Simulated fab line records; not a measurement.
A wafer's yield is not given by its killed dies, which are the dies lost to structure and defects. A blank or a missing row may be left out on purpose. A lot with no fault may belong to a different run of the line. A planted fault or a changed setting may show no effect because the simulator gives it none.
Struck lot and sound lot, side by side ; flow n5Finfet ; 19 steps out of a route of 1938
Sound: the wafers L115.1, L115.3, L115.5. Wafers L119.1, L119.4, L119.6 were the ones struck. The cause is given at the end.
Each step with rows lists, per side, the tool, then ch with its chambers, then its first start. Under that, the readings that differ: sound wafers ; struck wafers ; difference of the means ; sigmas: that difference in standard deviations of wafers without a fault.
alike: readings whose means differ by less than 2 such deviations, and words and numbers that are the same on both sides. not compared: withheld readings, readings that some wafer has no value for, bounds like >300 that may hide the same value, and numbers for which the record gives no deviation and whose values overlap.
A row with sigmas, a row that says differs or no value, or rows on one side alone: a step with any of these is where the two part. Non-overlapping numbers with no deviation appear without sigmas and do not part them. Lack of a reading on every wafer of one side parts them only where that side has two or more wafers.

N5_BEOL_M7_STRIP_80: strips in N2/H2, time 10 s.
  sound: rieDiel-06 ch 0,1; struck: rieDiel-04 ch 0,1
  alike: drypumpMotorCurrentA, h2FlowSccm, oesProductAu, rfVppV, showerheadPlenumPTorr, throttleValvePct
  not compared: rfHoursCounterH
N5_BEOL_M7_OCD_MEAS_38:
  sound on ocd-01 at day 10 08:04; struck on ocd-01 at day 11 19:03
  alike: trenchDepthNm
then, 4 steps without rows for these wafers: N5_BEOL_M7_HM_STRIP_39 (strips TiN in peroxide tin strip, target depth 25 nm, time 158 s); N5_BEOL_M7_SRD_40 (time 30 s); N5_BEOL_M7_PRECLEAN_42 (cleans in residue remover, time 60 s); N5_BEOL_M7_SRD_43 (time 30 s).
N5_BEOL_M7_CD_MEAS_35 targets a cd of 40 nm.
  sound on cdSem-03 at day 10 08:13; struck on cdSem-02 at day 11 19:13
  alike: cdNm
N5_BEOL_M7_CURE_75: cures SiCOH lowk, time 120 s.
  sound on uvCure-01 ch 1, day 10 08:34; struck on uvCure-02 ch 2, day 11 19:23
reading;sound;struck;difference;sigmas
wafer_temp_C_max;371.4 371.8 371.2;373.4 373.2 373.2;+1.8;+2
  alike: lampPowerPct
N5_BEOL_M7_DEGAS_44: time 60 s.
  sound on pvdSputter-01 at day 10 09:10; struck on pvdSputter-01 at day 11 19:45
  alike: heaterPowerW
then, 2 steps without rows for these wafers: N5_BEOL_M7_PRE_CLEAN_45 (time 30 s); N5_BEOL_M7_ALD_77 (deposits TaN, target thk 2 nm, pulse time 2 s, purge time 3 s).
N5_BEOL_M7_SURFACE_TREAT_79:
  sound on pvdSputter-02 at day 10 09:32; struck on pvdSputter-01 at day 11 20:15
  not compared: throttleValvePct
N5_BEOL_M7_CVD_78: deposits Co from CCTBA/H2, target thk 2 nm, time 142.3 s.
  sound on cvdCo-02 ch 0,1,2, day 10 09:36; struck on cvdCo-02 ch 0,1,2, day 11 21:02
  not compared: sinceWetCleanH
N5_BEOL_M7_SPUTTER_48: material Cu, target thk 10 nm, time 1.667 s.
  sound on pvdSputter-03 at day 10 09:44; struck on pvdSputter-01 at day 11 21:13
  alike: throttleValvePct
then, 2 steps without rows for these wafers: N5_BEOL_M7_ECD_50 (material Cu, target thk 300 nm); N5_BEOL_M7_ANNEAL_51 (time 90 s).
N5_BEOL_M7_CMP_52: polishes, stops on SiCOH lowk, t overpolish 6.9 s, target thk 80 nm.
  sound on cmp-03 ch 2,3, day 10 14:19; struck on cmp-02 ch 0,2,3, day 11 22:08
reading;sound;struck;difference;sigmas
barrierFieldEndpointS (s);28.8 28.7 29.5;31.1 29.9 32.8;+2.3;+3
  alike: motorCurrentA, overpolishRunS, timeToEndpointS
N5_BEOL_M7_THK_MEAS_53: measures by xrf.
  sound on filmMetro-02 at day 10 14:37; struck on filmMetro-02 at day 11 22:25
  alike: M7_THK
-- here the record skips 3 days between the struck wafers' starts before and after, leaving off in module BEOL_M7 and picking up in module PASSIVATION (first step shown: number 1936 of the route) --
N5_PASSIVATION_PROBE_49:
  sound on prober-01 at day 13 21:26; struck on prober-02 at day 15 05:55
  alike: defectLimitedYield, killed_at_M0_to_M3, killed_at_M4_up, killedAtContacts, killedAtFrontEnd, killedAtOther, killedDies, killedOpen, killedShort, sort_bin_5_function, sort_bin_6_memory, sortNPass, sortYieldPct

## WHERE THEY PART
At N5_BEOL_M7_CURE_75 first; at N5_BEOL_M7_CMP_52 last (within this record only). Later steps at which nothing parts them and some readings are alike: N5_BEOL_M7_THK_MEAS_53, N5_PASSIVATION_PROBE_49.

WHY: the cause the simulator had injected
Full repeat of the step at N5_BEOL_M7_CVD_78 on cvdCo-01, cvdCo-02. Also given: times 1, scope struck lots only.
